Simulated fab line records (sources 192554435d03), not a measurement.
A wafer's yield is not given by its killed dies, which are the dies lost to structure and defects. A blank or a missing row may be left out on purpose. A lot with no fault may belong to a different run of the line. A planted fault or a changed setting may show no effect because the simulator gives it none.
fab line records -- flow n5-finfet -- part 2 of 2: steps 5 to 6 of 6
[record] lots = 22, wafers = 66, last-day = 17
route steps=1938 shown BEOL_M8@1376 BEOL_M9@1439 BEOL_M10@1471 BEOL_M11@1569
lots untouched by any fault: they come from a run of this same line in which no faults occurred
start-h: hours from the record's opening day to when the first of the lot's shown wafers began -- wait-h: time in hours since the lot's previous step -- " the same as in the row above -- L1.1+2: one row covering several wafers at once -- - no value, or no start given -- * or withheld: withheld -- < > ~ a bound
route shown NAME@n: a module of which the file shows steps, and the number in the route of the first -- usual: mean and standard deviation over wafers with no fault -- same: alike in all rows -- chamber/n: place in a boat -- sites: the reading at each site -- _std_site: how widely they spread, as a standard deviation -- _edge_site: mean of outer sites minus mean of inner sites -- radius-mm: how far each site lies from the wafer's centre -- mask NAME#n: copy n -- behind: the tool/chamber that last shaped the wafer -- hold: reason for holding the lot/hours on hold/outcome of the hold -- device: the n, p or np transistor that did not switch -- end of line: the same wafers' tests at the end of the route -- for a step that has no rows: nothing shown but its recipe -- killed: count of dies lost to structure and defects at first sort (not the wafer's yield) -- map: a wafer's dies, x killed, . not, _ none there
set.NAME: the setting the step ran with; set.NAME@STEP: the setting that earlier step ran with -- model.NAME: the simulator's own value behind a step, which no gauge read
steps of the route over a sample of lots; a table a step, a row a wafer
services: when a tool's chamber went out of use (start-h, in hours from the record's first day, below 0 if earlier), for how many hours, and the reason
[[steps]]
[step N5_BEOL_M10_DESCUM_16]
[recipe] chemistry = O2, time-s = 7.9, source-power-w = 50, bias-power-w = 20, pressure-mtorr = 20, rf-frequency-hz = 2.712e+07, temp-c = 40, resist = CAR-ArF, o2-flow-sccm = 225
[usual] drypump-motor-current-A = 5.8/0.52, oes-product-au = 0.77/0.078, rf-vpp-V = 243.4/1.1, showerhead-plenum-p-Torr = 2.11/0.051, throttle-valve-pct = 20.5/0.34
[same] time-s = 7.9
lot.wafer,tool,chamber,start-h,wait-h,drypump-motor-current-A,oes-product-au,rf-hours-counter-h,rf-vpp-V,showerhead-plenum-p-Torr,throttle-valve-pct
L075.3,rie-diel-05,3,209.27,0.1,5.5,0.80,103,244.4,2.22,20.4
L075.4,rie-diel-05,2,209.27,0.1,4.9,0.72,196,245.0,2.17,20.2
L075.6,rie-diel-05,3,209.27,0.1,5.5,0.81,-,245.1,2.22,20.4
L074.3,rie-diel-05,0,209.52,0.1,5.5,0.77,131,243.5,2.10,20.7
L074.5,rie-diel-05,1,209.52,0.1,6.2,0.82,-,244.2,2.12,20.7
L074.6,rie-diel-05,0,209.52,0.1,5.5,0.78,-,242.7,2.10,20.7
L076.3,rie-diel-06,2,224.67,0.2,5.5,0.76,134,242.9,2.09,20.3
L076.4,rie-diel-06,1,224.67,0.2,5.7,0.68,-,244.9,2.17,20.7
L076.6,rie-diel-06,0,224.67,0.2,6.4,0.69,-,243.7,2.08,20.9
L077.2,rie-diel-02,1,232.85,0.0,6.3,0.68,243,241.8,2.05,20.2
L077.5,rie-diel-02,0,232.85,0.0,6.5,0.84,-,245.5,2.19,20.4
L077.6,rie-diel-02,1,232.85,0.0,6.2,0.69,-,242.5,2.05,20.2
L078.1,rie-diel-05,3,237.92,0.0,5.5,0.80,113,245.4,2.22,20.4
L078.3,rie-diel-05,1,237.92,0.0,6.2,0.81,106,243.7,2.11,20.6
L078.6,rie-diel-05,2,237.92,0.0,4.9,0.72,-,245.2,2.16,20.2
L080.1,rie-diel-06,1,245.78,0.0,5.7,0.68,228,244.9,2.16,20.7
L080.2,rie-diel-06,2,245.78,0.0,5.5,0.76,143,243.9,2.08,20.3
L080.4,rie-diel-06,0,245.78,0.0,6.4,0.69,228,243.4,2.07,20.9
L079.1,rie-diel-05,3,246.40,0.0,5.5,0.78,115,245.6,2.22,20.4
L079.3,rie-diel-05,2,246.40,0.0,4.9,0.72,209,243.7,2.16,20.2
L079.5,rie-diel-05,2,246.40,0.0,4.9,0.71,-,244.0,2.16,20.2
L082.1,rie-diel-02,0,251.50,0.3,6.5,0.82,81,245.0,2.19,20.4
L082.2,rie-diel-02,1,251.50,0.3,6.3,0.69,250,241.7,2.04,20.2
L082.3,rie-diel-02,3,251.50,0.3,5.9,0.73,145,243.3,2.10,20.8
L081.2,rie-diel-02,2,254.60,0.8,5.1,0.70,209,241.7,2.09,21.0
L081.5,rie-diel-02,0,254.60,0.8,6.5,0.83,-,245.3,2.19,20.4
L081.6,rie-diel-02,3,254.60,0.8,5.9,0.74,-,241.3,2.10,20.8
L083.3,rie-diel-05,3,270.02,0.0,5.4,0.78,125,244.5,2.21,20.4
L083.4,rie-diel-05,2,270.02,0.0,4.9,0.72,219,244.4,2.16,20.2
L083.5,rie-diel-05,1,270.02,0.0,6.2,0.79,-,245.1,2.11,20.7
L084.3,rie-diel-05,1,276.82,0.3,6.2,0.80,123,241.5,2.11,20.7
L084.4,rie-diel-05,0,276.82,0.3,5.5,0.75,156,243.6,2.10,20.8
L084.6,rie-diel-05,0,276.82,0.3,5.5,0.75,-,243.1,2.10,20.8
L086.2,rie-diel-02,2,277.37,0.0,5.1,0.69,219,243.6,2.09,21.0
L086.3,rie-diel-02,3,277.37,0.0,5.9,0.73,156,242.1,2.09,20.8
L086.5,rie-diel-02,3,277.37,0.0,5.9,0.73,-,242.4,2.09,20.8
L087.3,rie-diel-02,0,289.27,0.2,6.5,0.82,98,245.3,2.18,20.4
L087.4,rie-diel-02,2,289.27,0.2,5.1,0.69,223,242.5,2.08,21.0
L087.5,rie-diel-02,0,289.27,0.2,6.5,0.81,-,243.5,2.18,20.4
L088.1,rie-diel-02,0,305.11,0.6,6.5,0.81,103,245.2,2.18,20.4
L088.3,rie-diel-02,1,305.11,0.6,6.3,0.95,13,240.8,2.04,19.8
L088.5,rie-diel-02,2,305.11,0.6,5.1,0.70,-,242.6,2.08,21.0
L090.2,rie-diel-02,2,305.55,0.7,5.1,0.69,228,242.8,2.08,21.0
L090.5,rie-diel-02,1,305.55,0.7,6.3,0.93,-,243.7,2.04,19.8
L090.6,rie-diel-02,2,305.55,0.7,5.1,0.70,-,243.7,2.08,21.0
L089.1,rie-diel-06,2,307.96,0.0,5.5,0.73,166,243.4,2.07,20.3
L089.5,rie-diel-06,2,307.96,0.0,5.5,0.74,-,242.8,2.07,20.3
L089.6,rie-diel-06,0,307.96,0.0,6.4,0.67,-,243.1,2.07,21.0
L091.1,rie-diel-02,2,321.06,0.0,5.1,0.68,233,243.0,2.08,21.0
L091.2,rie-diel-02,1,321.06,0.0,6.3,0.93,18,242.5,2.04,19.8
L091.6,rie-diel-02,2,321.06,0.0,5.1,0.68,-,242.7,2.08,21.0
L093.2,rie-diel-05,0,328.14,0.0,5.5,0.74,173,243.5,2.09,20.8
L093.4,rie-diel-05,3,328.14,0.0,5.5,0.77,141,245.2,2.21,20.5
L093.5,rie-diel-05,0,328.14,0.0,5.5,0.73,-,242.5,2.09,20.8
L094.1,rie-diel-05,2,331.08,0.0,4.9,0.70,242,242.1,2.15,20.2
L094.2,rie-diel-05,3,331.08,0.0,5.5,0.77,143,244.9,2.21,20.5
L094.3,rie-diel-05,0,331.08,0.0,5.5,0.74,175,243.7,2.09,20.8
L095.2,rie-diel-05,0,339.05,0.0,5.5,0.74,178,242.4,2.09,20.8
L095.3,rie-diel-05,3,339.05,0.0,5.5,0.76,145,244.3,2.21,20.5
L095.5,rie-diel-05,2,339.05,0.0,4.9,0.69,-,242.5,2.15,20.3
L096.2,rie-diel-06,2,346.30,0.0,5.5,0.72,184,241.3,2.07,20.3
L096.4,rie-diel-06,3,346.30,0.0,5.7,0.76,150,243.8,2.10,20.7
L096.5,rie-diel-06,1,346.30,0.0,5.7,0.95,-,243.7,2.15,20.3
L097.1,rie-diel-02,2,347.33,0.0,5.1,0.68,244,242.5,2.08,21.0
L097.3,rie-diel-02,1,347.33,0.0,6.3,0.90,29,242.4,2.04,19.8
L097.5,rie-diel-02,1,347.33,0.0,6.2,0.91,-,242.0,2.03,19.8
[step N5_BEOL_M11_OVL_MEAS_29]
[recipe] points-per-wafer = 44
[usual] V10_OVL = -0.6/0.82
lot.wafer,tool,chamber,start-h,wait-h,V10_OVL[nm]
L075.3,overlay-01,0,219.50,0.0,-0.5
L075.4,overlay-01,0,219.50,0.0,-0.7
L075.6,overlay-01,0,219.50,0.0,-1.9
L074.3,overlay-01,0,219.75,0.0,-1.1
L074.5,overlay-01,0,219.75,0.0,-0.9
L074.6,overlay-01,0,219.75,0.0,-0.9
L076.3,overlay-01,0,235.19,0.0,0.3
L076.4,overlay-01,0,235.19,0.0,-0.4
L076.6,overlay-01,0,235.19,0.0,0.5
L077.2,overlay-02,0,241.52,0.0,-1.1
L077.5,overlay-02,0,241.52,0.0,-1.2
L077.6,overlay-02,0,241.52,0.0,-0.7
L078.1,overlay-02,0,248.13,0.0,0.5
L078.3,overlay-02,0,248.13,0.0,-0.1
L078.6,overlay-02,0,248.13,0.0,-0.4
L079.1,overlay-01,0,255.83,0.0,0.9
L079.3,overlay-01,0,255.83,0.0,0.7
L079.5,overlay-01,0,255.83,0.0,1.3
L080.1,overlay-01,0,255.89,0.1,0.1
L080.2,overlay-01,0,255.89,0.1,-0.1
L080.4,overlay-01,0,255.89,0.1,-0.1
L082.1,overlay-02,0,259.55,0.0,1.0
L082.2,overlay-02,0,259.55,0.0,-0.3
L082.3,overlay-02,0,259.55,0.0,0.5
L081.2,overlay-02,0,262.47,0.0,-1.2
L081.5,overlay-02,0,262.47,0.0,-2.3
L081.6,overlay-02,0,262.47,0.0,-1.7
L083.3,overlay-01,0,277.59,0.0,0.2
L083.4,overlay-01,0,277.59,0.0,-1.0
L083.5,overlay-01,0,277.59,0.0,-0.9
L084.3,overlay-02,0,284.48,0.0,0.4
L084.4,overlay-02,0,284.48,0.0,-0.3
L084.6,overlay-02,0,284.48,0.0,0.1
L086.2,overlay-02,0,287.36,0.0,-1.6
L086.3,overlay-02,0,287.36,0.0,0.0
L086.5,overlay-02,0,287.36,0.0,-0.5
L087.3,overlay-01,0,299.00,0.0,-0.6
L087.4,overlay-01,0,299.00,0.0,0.1
L087.5,overlay-01,0,299.00,0.0,-1.0
L088.1,overlay-01,0,313.87,0.0,-0.2
L088.3,overlay-01,0,313.87,0.0,0.3
L088.5,overlay-01,0,313.87,0.0,-0.3
L090.2,overlay-01,0,316.63,0.0,-0.2
L090.5,overlay-01,0,316.63,0.0,-1.8
L090.6,overlay-01,0,316.63,0.0,-0.2
L089.1,overlay-02,0,317.11,0.0,0.0
L089.5,overlay-02,0,317.11,0.0,-0.2
L089.6,overlay-02,0,317.11,0.0,-1.4
L091.1,overlay-01,0,329.91,0.0,-1.8
L091.2,overlay-01,0,329.91,0.0,-1.1
L091.6,overlay-01,0,329.91,0.0,-2.0
L093.2,overlay-02,0,334.76,0.0,0.0
L093.4,overlay-02,0,334.76,0.0,0.0
L093.5,overlay-02,0,334.76,0.0,-0.8
L094.1,overlay-01,0,341.72,0.0,-1.7
L094.2,overlay-01,0,341.72,0.0,-2.0
L094.3,overlay-01,0,341.72,0.0,-1.1
L095.2,overlay-01,0,348.20,0.0,-0.9
L095.3,overlay-01,0,348.20,0.0,-2.2
L095.5,overlay-01,0,348.20,0.0,-2.8
L096.2,overlay-01,0,354.18,0.0,-1.1
L096.4,overlay-01,0,354.18,0.0,-0.7
L096.5,overlay-01,0,354.18,0.0,-1.0
L097.1,overlay-02,0,362.67,0.0,-0.9
L097.3,overlay-02,0,362.67,0.0,-1.3
L097.5,overlay-02,0,362.67,0.0,-0.3
[[services]]
tool,chamber,start-h,hours,kind
uv-cure-01,-,186.60,0.4,repair
uv-cure-03,-,197.14,0.9,repair
rie-diel-01,1,203.57,15.6,repair
uv-cure-01,-,209.12,2.1,pm
rie-diel-06,3,211.16,15.1,repair
rie-diel-02,2,226.34,13.2,repair
uv-cure-01,-,228.81,7.5,pm
rie-diel-06,1,233.21,4.6,repair
rie-diel-04,0,241.77,2.9,repair
rie-diel-06,-,242.52,0.3,repair
rie-diel-03,3,243.02,4.6,repair
uv-cure-03,-,247.21,7.5,pm
rie-diel-04,3,266.66,7.7,repair
uv-cure-02,-,278.54,2.1,pm
rie-diel-06,0,289.58,6.3,repair
rie-diel-05,3,300.97,6.5,repair
rie-diel-03,2,305.25,9.0,repair
rie-diel-01,3,312.30,7.9,repair
rie-diel-02,0,313.14,13.1,repair
rie-diel-01,0,314.42,5.3,repair
uv-cure-01,-,319.24,6.4,repair
rie-diel-01,0,332.02,2.5,repair
rie-diel-04,0,340.23,7.5,repair
rie-diel-04,2,341.48,8.4,repair
